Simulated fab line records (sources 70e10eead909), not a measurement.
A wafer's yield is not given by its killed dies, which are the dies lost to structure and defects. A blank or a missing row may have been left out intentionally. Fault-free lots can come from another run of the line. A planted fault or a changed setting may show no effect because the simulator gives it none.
Comparing a struck lot with a sound one || flow nand_harc || 14 out of 1159 route steps
Sound: wafers L799.1, L799.2, L799.5. Struck: wafers L797.4, L797.5, L797.6. At the end, the cause is stated.
At each step with rows: each side's tool, then ch and its chambers, then its first start. Under that, the readings that differ: sound wafers || struck wafers || difference of the means || sigmas: that difference in standard deviations of wafers without a fault.
alike: words and numbers the same on both sides, and readings whose means are apart by under 2 such deviations; not compared: readings that were withheld, readings missing a value for some wafer, numbers with overlapping values and no deviation given by the record, and bounds like >300 which may hide the same value.
A row with sigmas, a row that says differs or no value, or rows on one side alone: a step with any of these is where the two part. Numbers that have no deviation but don't overlap get no sigmas and don't part them. A reading missing from all wafers of one side parts the sides only when that side holds two or more wafers.

NHARC_A_M0_CD_MEAS_09: target cd 80 nm.
  sound on cd_sem-01 ch 0, day 21 20:45; struck on cd_sem-02 ch 0, day 20 21:55
  alike: cd_nm
NHARC_A_M0_OVL_MEAS_10: pitch 160 nm.
  sound on overlay-02 at day 21 20:50; struck on overlay-02 at day 20 22:01
  alike: overlay_x_nm, overlay_y_nm
NHARC_A_M0_INSPECT_11:
  sound on defect_inspect-02 at day 21 20:52; struck on defect_inspect-01 at day 20 22:02
  alike: raw_defect_count
NHARC_A_M0_DESCUM_14: chemistry O2, time 3 s.
  sound on rie_diel-02 ch 0,1, day 21 20:57; struck on rie_diel-07 ch 0,3, day 20 22:07
  alike: drypump_motor_current_A, oes_product_au, rf_vpp_V, showerhead_plenum_p_Torr, throttle_valve_pct
  not compared: rf_hours_counter_h
then, 2 steps without rows for these wafers: NHARC_A_M0_ETCH_34 (etches the open film in N2/H2, target depth 40 nm, overetch 12 nm, time 43.94 s); NHARC_A_M0_ETCH_15 (etches the open film in C4F8/Ar, target depth 150 nm, overetch 15 nm, time 82.5 s).
NHARC_A_M0_CD_MEAS_16:
  sound on cd_sem-02 at day 21 21:22; struck on cd_sem-02 at day 20 22:25
  alike: cd_nm
NHARC_A_M0_STRIP_18: strips in N2/H2.
  sound on rie_diel-07 ch 1,2,3, day 21 21:26; struck on rie_diel-10 ch 0,2,3, day 20 22:35
  alike: drypump_motor_current_A, oes_product_au, rf_vpp_V, showerhead_plenum_p_Torr, throttle_valve_pct
  not compared: rf_hours_counter_h
then, 1 step without rows for these wafers: NHARC_A_M0_STRIP_19 (strips in post etch residue remover, time 600 s).
NHARC_A_M0_DEGAS_28: time 60 s.
  sound on pvd_sputter-03 at day 21 21:59; struck on pvd_sputter-02 at day 20 23:05
  alike: heater_power_w
NHARC_A_M0_PRE_CLEAN_29: time 30 s.
  sound on pvd_sputter-03; struck on pvd_sputter-02
  alike: heater_power_w
NHARC_A_M0_PVD_20: deposits TaN, target thk 5 nm, time 8.06 s.
  sound on pvd_sputter-03; struck on pvd_sputter-02
  alike: bias_v, cathode_dc_power_W, chamber_pressure_pa, throttle_valve_pct
NHARC_A_M0_PVD_21: deposits Cu, target thk 30 nm, time 20.49 s.
  sound on pvd_sputter-03 at day 21 22:14; struck on pvd_sputter-02 at day 20 23:18
  no value came back on the struck wafers for cathode_dc_power_W (W), chamber_pressure_pa (Pa), throttle_valve_pct (%); on the sound wafers cathode_dc_power_W (W) reads 5000.0 4998.8 4999.9
then, 1 step without rows for these wafers: NHARC_A_M0_ECD_22 (material Cu, target thk 400 nm).

== WHERE THEY PART ==
Only at NHARC_A_M0_PVD_21, as far as this record shows.

WHY: whatever the simulator had introduced
Step skipped in full: pvd_sputter-02, at NHARC_A_M0_PVD_21, from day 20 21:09 onward. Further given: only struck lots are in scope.
